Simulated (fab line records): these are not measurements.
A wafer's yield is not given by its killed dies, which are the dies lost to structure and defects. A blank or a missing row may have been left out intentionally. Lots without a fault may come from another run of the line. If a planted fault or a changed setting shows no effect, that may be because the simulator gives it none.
Which of the tools did it? / flow nand_harc / 14 lots, 42 wafers sampled, at 5 steps of a route of 1159

== WHAT THE GAUGES SHOWED, per wafer ==
NHARC_P_START_INSPECT_01. Usual: raw_defect_count 3.7, standard deviation 1.9.
lot=L230; measured=day 1 12:02; on=defect_inspect-02; raw_defect_count=3 3 5; flag=
lot=L231; measured=day 1 18:02; on=defect_inspect-02; raw_defect_count=1 1 3; flag=
lot=L233; measured=day 2 06:02; on=defect_inspect-01; raw_defect_count=3 5 3; flag=
lot=L234; measured=day 2 12:02; on=defect_inspect-01; raw_defect_count=3 4 4; flag=
lot=L236; measured=day 3 00:02; on=defect_inspect-02; raw_defect_count=6 0 2; flag=
lot=L238; measured=day 3 12:02; on=defect_inspect-01; raw_defect_count=7 6 8; flag=
lot=L239; measured=day 3 18:02; on=defect_inspect-02; raw_defect_count=8 1 2; flag=
lot=L240; measured=day 4 00:02; on=defect_inspect-01; raw_defect_count=5 6 3; flag=
lot=L243; measured=day 4 18:02; on=defect_inspect-02; raw_defect_count=4 4 4; flag=
lot=L247; measured=day 5 18:02; on=defect_inspect-02; raw_defect_count=2 3 4; flag=
lot=L248; measured=day 6 00:02; on=defect_inspect-01; raw_defect_count=3 4 3; flag=
lot=L249; measured=day 6 06:02; on=defect_inspect-01; raw_defect_count=2 1 3; flag=
lot=L252; measured=day 7 00:02; on=defect_inspect-01; raw_defect_count=3 2 3; flag=
lot=L253; measured=day 7 06:02; on=defect_inspect-02; raw_defect_count=4 5 2; flag=

NHARC_P_STI_CD_MEAS_09: target cd 200 nm. Usual: cd_nm 200.1 nm, standard deviation 2.2.
lot=L230; measured=day 2 10:47; on=cd_sem-01; cd_nm (nm)=201.3 197.2 201.4; flag=
lot=L231; measured=day 2 22:08; on=cd_sem-03; cd_nm (nm)=199.5 200.9 199.7; flag=
lot=L233; measured=day 3 04:35; on=cd_sem-03; cd_nm (nm)=201.3 196.4 195.6; flag=
lot=L234; measured=day 3 12:22; on=cd_sem-03; cd_nm (nm)=203.6 200.9 199.1; flag=
lot=L236; measured=day 3 19:32; on=cd_sem-02; cd_nm (nm)=198.7 201.0 200.6; flag=
lot=L238; measured=day 4 10:42; on=cd_sem-02; cd_nm (nm)=198.5 198.3 202.3; flag=
lot=L239; measured=day 4 17:08; on=cd_sem-03; cd_nm (nm)=197.6 200.4 194.4; flag=
lot=L240; measured=day 5 01:33; on=cd_sem-02; cd_nm (nm)=197.5 199.0 197.3; flag=
lot=L243; measured=day 5 19:46; on=cd_sem-02; cd_nm (nm)=196.8 199.4 201.3; flag=
lot=L252; measured=day 7 23:29; on=cd_sem-03; cd_nm (nm)=201.8 200.3 198.5; flag=
lot=L253; measured=day 8 06:20; on=cd_sem-03; cd_nm (nm)=195.5 196.3 199.7; flag=

NHARC_END_SORT_01. Usual: killed_at_array 21, standard deviation 8.9; killed_at_other 0.8, standard deviation 1.3; killed_at_periphery 3.6, standard deviation 2.4; killed_dies 26, standard deviation 8.9; killed_open 3.1, standard deviation 1.8; killed_short 1.9, standard deviation 1.3.
lot=L230; measured=day 20 17:50; on=prober-02; killed_at_array=13 16 13; killed_at_other=2 2 0; killed_at_periphery=6 8 4; killed_dies=21 26 17; killed_open=3 4 2; killed_short=0 3 1; flag=
lot=L231; measured=day 19 14:55; on=prober-01; killed_at_array=17 17 20; killed_at_other=0 1 3; killed_at_periphery=4 0 1; killed_dies=21 18 24; killed_open=3 0 0; killed_short=3 0 3; flag=
lot=L233; measured=day 19 22:40; on=prober-02; killed_at_array=28 24 36; killed_at_other=0 0 0; killed_at_periphery=3 0 1; killed_dies=31 24 37; killed_open=1 5 3; killed_short=4 1 0; flag=
lot=L234; measured=day 20 08:23; on=prober-01; killed_at_array=12 16 11; killed_at_other=2 0 1; killed_at_periphery=7 4 2; killed_dies=21 20 14; killed_open=3 4 2; killed_short=5 2 1; flag=
lot=L236; measured=day 19 22:52; on=prober-01; killed_at_array=14 14 29; killed_at_other=0 0 2; killed_at_periphery=2 2 6; killed_dies=16 16 37; killed_open=0 1 5; killed_short=2 0 3; flag=
lot=L238; measured=day 21 05:49; on=prober-02; killed_at_array=47 37 35; killed_at_other=1 0 1; killed_at_periphery=10 9 6; killed_dies=58 46 42; killed_open=11 3 4; killed_short=5 3 0; flag=
lot=L239; measured=day 21 13:46; on=prober-01; killed_at_array=31 28 32; killed_at_other=5 0 3; killed_at_periphery=1 2 3; killed_dies=37 30 38; killed_open=2 2 4; killed_short=2 0 3; flag=
lot=L240; measured=day 22 13:22; on=prober-02; killed_at_array=30 33 23; killed_at_other=2 1 2; killed_at_periphery=3 4 4; killed_dies=35 38 29; killed_open=1 2 1; killed_short=3 2 2; flag=
lot=L243; measured=day 22 19:32; on=prober-01; killed_at_array=30 40 28; killed_at_other=2 0 0; killed_at_periphery=7 8 0; killed_dies=39 48 28; killed_open=4 5 4; killed_short=1 2 0; flag=
lot=L247; measured=day 23 23:44; on=prober-02; killed_at_array=16 16 13; killed_at_other=2 0 0; killed_at_periphery=659 661 664; killed_dies=677 677 677; killed_open=6 6 2; killed_short=3 2 3; flag=OFF
lot=L248; measured=day 23 23:53; on=prober-01; killed_at_array=22 28 20; killed_at_other=0 0 0; killed_at_periphery=655 649 657; killed_dies=677 677 677; killed_open=5 3 1; killed_short=1 2 3; flag=OFF
lot=L249; measured=day 24 07:35; on=prober-02; killed_at_array=19 25 24; killed_at_other=0 1 0; killed_at_periphery=658 651 653; killed_dies=677 677 677; killed_open=4 4 5; killed_short=1 1 1; flag=OFF
lot=L252; measured=day 24 16:11; on=prober-02; killed_at_array=25 22 19; killed_at_other=0 0 0; killed_at_periphery=4 5 4; killed_dies=29 27 23; killed_open=3 6 4; killed_short=4 1 3; flag=
lot=L253; measured=day 24 20:52; on=prober-01; killed_at_array=18 15 21; killed_at_other=0 0 0; killed_at_periphery=4 6 3; killed_dies=22 21 24; killed_open=1 2 5; killed_short=2 2 0; flag=

== WHICH TOOL RAN EACH LOT (tool, then ch and the chambers of the sampled wafers, then the start) ==
lot=L230; NHARC_P_ZERO_WELL_ETCH_62=rie_diel-09 ch 1,3, day 1 15:09 or earlier; NHARC_P_ZERO_WELL_IMPLANT_58=implanter-02 ch 0, day 1 15:09
lot=L231; NHARC_P_ZERO_WELL_ETCH_62=rie_diel-02 ch 0,1,3, day 1 21:17 or earlier; NHARC_P_ZERO_WELL_IMPLANT_58=implanter-02 ch 0, day 1 21:17
lot=L233; NHARC_P_ZERO_WELL_ETCH_62=rie_diel-10 ch 0,3, day 2 09:10 or earlier; NHARC_P_ZERO_WELL_IMPLANT_58=implanter-02 ch 0, day 2 09:10
lot=L234; NHARC_P_ZERO_WELL_ETCH_62=rie_diel-09 ch 0,2,3, day 2 15:13 or earlier; NHARC_P_ZERO_WELL_IMPLANT_58=implanter-02 ch 0, day 2 15:13
lot=L236; NHARC_P_ZERO_WELL_ETCH_62=rie_diel-09 ch 0,1,3, day 3 03:09 or earlier; NHARC_P_ZERO_WELL_IMPLANT_58=implanter-02 ch 0, day 3 03:09
lot=L238; NHARC_P_ZERO_WELL_ETCH_62=rie_diel-10 ch 0,2, day 3 15:10 or earlier; NHARC_P_ZERO_WELL_IMPLANT_58=implanter-01 ch 0, day 3 15:10
lot=L239; NHARC_P_ZERO_WELL_ETCH_62=rie_diel-02 ch 0,2,3, day 3 21:16 or earlier; NHARC_P_ZERO_WELL_IMPLANT_58=implanter-01 ch 0, day 3 21:16
lot=L240; NHARC_P_ZERO_WELL_ETCH_62=rie_diel-09 ch 0,2, day 4 03:23 or earlier; NHARC_P_ZERO_WELL_IMPLANT_58=implanter-02 ch 0, day 4 03:23
lot=L243; NHARC_P_ZERO_WELL_ETCH_62=rie_diel-09 ch 1,3, day 4 21:23 or earlier; NHARC_P_ZERO_WELL_IMPLANT_58=implanter-01 ch 0, day 4 21:23
lot=L247; NHARC_P_ZERO_WELL_ETCH_62=rie_diel-10 ch 1,2,3, day 5 21:18 or earlier; NHARC_P_ZERO_WELL_IMPLANT_58=implanter-01, day 5 21:18
lot=L248; NHARC_P_ZERO_WELL_ETCH_62=rie_diel-02 ch 0,2,3, day 6 03:17 or earlier; NHARC_P_ZERO_WELL_IMPLANT_58=implanter-02, day 6 03:17
lot=L249; NHARC_P_ZERO_WELL_ETCH_62=rie_diel-02 ch 0,1, day 6 09:17 or earlier; NHARC_P_ZERO_WELL_IMPLANT_58=implanter-02, day 6 09:17
lot=L252; NHARC_P_ZERO_WELL_ETCH_62=rie_diel-09 ch 1,2,3, day 7 03:13 or earlier; NHARC_P_ZERO_WELL_IMPLANT_58=implanter-01 ch 0, day 7 03:13
lot=L253; NHARC_P_ZERO_WELL_ETCH_62=rie_diel-09 ch 0,1,2, day 7 09:10 or earlier; NHARC_P_ZERO_WELL_IMPLANT_58=implanter-01 ch 0, day 7 09:10
- NHARC_P_ZERO_WELL_ETCH_62: etches the open film in CHF3/Ar, target depth 13 nm, time 6.5 s.
- NHARC_P_ZERO_WELL_IMPLANT_58

== WHAT THE TOOLS THEMSELVES READ (means of the sampled wafers that have a number; where no wafer has one, the mark that the record gives instead) ==
NHARC_P_ZERO_WELL_ETCH_62. Usual: drypump_motor_current_A 5.7 A, standard deviation 0.42; oes_product_au 0.965 a.u., standard deviation 0.014; rf_fwd_power_W 488.4 W, standard deviation 2.3; rf_vpp_V 370.7 V, standard deviation 2.1; showerhead_plenum_p_Torr 2.35 Torr, standard deviation 0.089; throttle_valve_pct 20.217 %, standard deviation 0.0085.
lot=L230; tool=rie_diel-09; drypump_motor_current_A (A)=5.8; oes_product_au (a.u.)=0.970; rf_fwd_power_W (W)=490.2; rf_vpp_V (V)=370.3; showerhead_plenum_p_Torr (Torr)=2.33; throttle_valve_pct (%)=20.214; flag=
lot=L231; tool=rie_diel-02; drypump_motor_current_A (A)=5.5; oes_product_au (a.u.)=0.939; rf_fwd_power_W (W)=487.7; rf_vpp_V (V)=371.3; showerhead_plenum_p_Torr (Torr)=2.38; throttle_valve_pct (%)=20.216; flag=
lot=L233; tool=rie_diel-10; drypump_motor_current_A (A)=6.0; oes_product_au (a.u.)=0.975; rf_fwd_power_W (W)=490.9; rf_vpp_V (V)=372.5; showerhead_plenum_p_Torr (Torr)=2.40; throttle_valve_pct (%)=20.222; flag=
lot=L234; tool=rie_diel-09; drypump_motor_current_A (A)=5.9; oes_product_au (a.u.)=0.961; rf_fwd_power_W (W)=488.6; rf_vpp_V (V)=368.6; showerhead_plenum_p_Torr (Torr)=2.25; throttle_valve_pct (%)=20.218; flag=
lot=L236; tool=rie_diel-09; drypump_motor_current_A (A)=5.5; oes_product_au (a.u.)=0.957; rf_fwd_power_W (W)=488.6; rf_vpp_V (V)=369.8; showerhead_plenum_p_Torr (Torr)=2.32; throttle_valve_pct (%)=20.222; flag=
lot=L238; tool=rie_diel-10; drypump_motor_current_A (A)=6.0; oes_product_au (a.u.)=0.960; rf_fwd_power_W (W)=486.6; rf_vpp_V (V)=370.7; showerhead_plenum_p_Torr (Torr)=2.36; throttle_valve_pct (%)=20.213; flag=
lot=L239; tool=rie_diel-02; drypump_motor_current_A (A)=5.8; oes_product_au (a.u.)=0.953; rf_fwd_power_W (W)=488.5; rf_vpp_V (V)=369.9; showerhead_plenum_p_Torr (Torr)=2.32; throttle_valve_pct (%)=20.212; flag=
lot=L240; tool=rie_diel-09; drypump_motor_current_A (A)=6.0; oes_product_au (a.u.)=0.957; rf_fwd_power_W (W)=487.9; rf_vpp_V (V)=368.7; showerhead_plenum_p_Torr (Torr)=2.23; throttle_valve_pct (%)=20.214; flag=
lot=L243; tool=rie_diel-09; drypump_motor_current_A (A)=5.8; oes_product_au (a.u.)=0.975; rf_fwd_power_W (W)=489.2; rf_vpp_V (V)=370.4; showerhead_plenum_p_Torr (Torr)=2.33; throttle_valve_pct (%)=20.224; flag=
lot=L247; tool=rie_diel-10; drypump_motor_current_A (A)=5.7; oes_product_au (a.u.)=0.972; rf_fwd_power_W (W)=488.9; rf_vpp_V (V)=371.0; showerhead_plenum_p_Torr (Torr)=2.38; throttle_valve_pct (%)=20.220; flag=
lot=L248; tool=rie_diel-02; drypump_motor_current_A (A)=5.8; oes_product_au (a.u.)=0.966; rf_fwd_power_W (W)=487.3; rf_vpp_V (V)=369.9; showerhead_plenum_p_Torr (Torr)=2.32; throttle_valve_pct (%)=20.214; flag=
lot=L249; tool=rie_diel-02; drypump_motor_current_A (A)=5.2; oes_product_au (a.u.)=0.967; rf_fwd_power_W (W)=488.6; rf_vpp_V (V)=372.8; showerhead_plenum_p_Torr (Torr)=2.44; throttle_valve_pct (%)=20.215; flag=
lot=L252; tool=rie_diel-09; drypump_motor_current_A (A)=5.9; oes_product_au (a.u.)=0.974; rf_fwd_power_W (W)=487.8; rf_vpp_V (V)=370.7; showerhead_plenum_p_Torr (Torr)=2.31; throttle_valve_pct (%)=20.226; flag=
lot=L253; tool=rie_diel-09; drypump_motor_current_A (A)=5.6; oes_product_au (a.u.)=0.974; rf_fwd_power_W (W)=487.5; rf_vpp_V (V)=369.2; showerhead_plenum_p_Torr (Torr)=2.30; throttle_valve_pct (%)=20.220; flag=

NHARC_P_ZERO_WELL_IMPLANT_58. Usual: beam_energy_keV 100.00, standard deviation 0.029; beam_on_s 10.00 s, standard deviation 0.2.
lot=L230; tool=implanter-02; beam_energy_keV=99.99; beam_on_s (s)=9.87; flag=
lot=L231; tool=implanter-02; beam_energy_keV=99.99; beam_on_s (s)=10.01; flag=
lot=L233; tool=implanter-02; beam_energy_keV=99.96; beam_on_s (s)=10.13; flag=
lot=L234; tool=implanter-02; beam_energy_keV=100.01; beam_on_s (s)=10.07; flag=
lot=L236; tool=implanter-02; beam_energy_keV=99.97; beam_on_s (s)=10.17; flag=
lot=L238; tool=implanter-01; beam_energy_keV=99.98; beam_on_s (s)=9.88; flag=
lot=L239; tool=implanter-01; beam_energy_keV=100.00; beam_on_s (s)=9.82; flag=
lot=L240; tool=implanter-02; beam_energy_keV=99.98; beam_on_s (s)=10.09; flag=
lot=L243; tool=implanter-01; beam_energy_keV=99.99; beam_on_s (s)=9.98; flag=
lot=L247; tool=implanter-01; beam_energy_keV=-; beam_on_s (s)=-; flag=OFF
lot=L248; tool=implanter-02; beam_energy_keV=-; beam_on_s (s)=-; flag=OFF
lot=L249; tool=implanter-02; beam_energy_keV=-; beam_on_s (s)=-; flag=OFF
lot=L252; tool=implanter-01; beam_energy_keV=99.98; beam_on_s (s)=9.88; flag=
lot=L253; tool=implanter-01; beam_energy_keV=100.02; beam_on_s (s)=9.93; flag=

== THE ANSWER, worked out from the rows above alone ==
Rule: take the mean of a lot's wafers that have a number; if it is more than 3 standard deviations from the usual mean, the lot is off. A lot without any number at a reading at which 4 lots or more have one is off too. The other lots that the step has rows for count as sound. The gauges are gone through in route order, then the tools' own readings, and for those a lot's mean is taken as printed above. The first step at which some lot is off is used, and at that step the reading that is off furthest; a lot without a number counts as furthest.
Off at NHARC_END_SORT_01 (killed_at_periphery): L247, L248, L249.
A tool fits if, at a process step before that reading, it ran every lot that is off, and no sound lot after the first of them. The gauges at NHARC_END_SORT_01 aren't tried: what is off there is off at NHARC_P_ZERO_WELL_IMPLANT_58 too, on other tools, and a gauge's error can't cause that. Because NHARC_P_ZERO_WELL_ETCH_62 lacks a start for some lots, the hours and order of its lots are taken from NHARC_P_ZERO_WELL_IMPLANT_58. Not one of the candidates tried fits.

== WHAT THE SIMULATOR HAD PUT IN ==
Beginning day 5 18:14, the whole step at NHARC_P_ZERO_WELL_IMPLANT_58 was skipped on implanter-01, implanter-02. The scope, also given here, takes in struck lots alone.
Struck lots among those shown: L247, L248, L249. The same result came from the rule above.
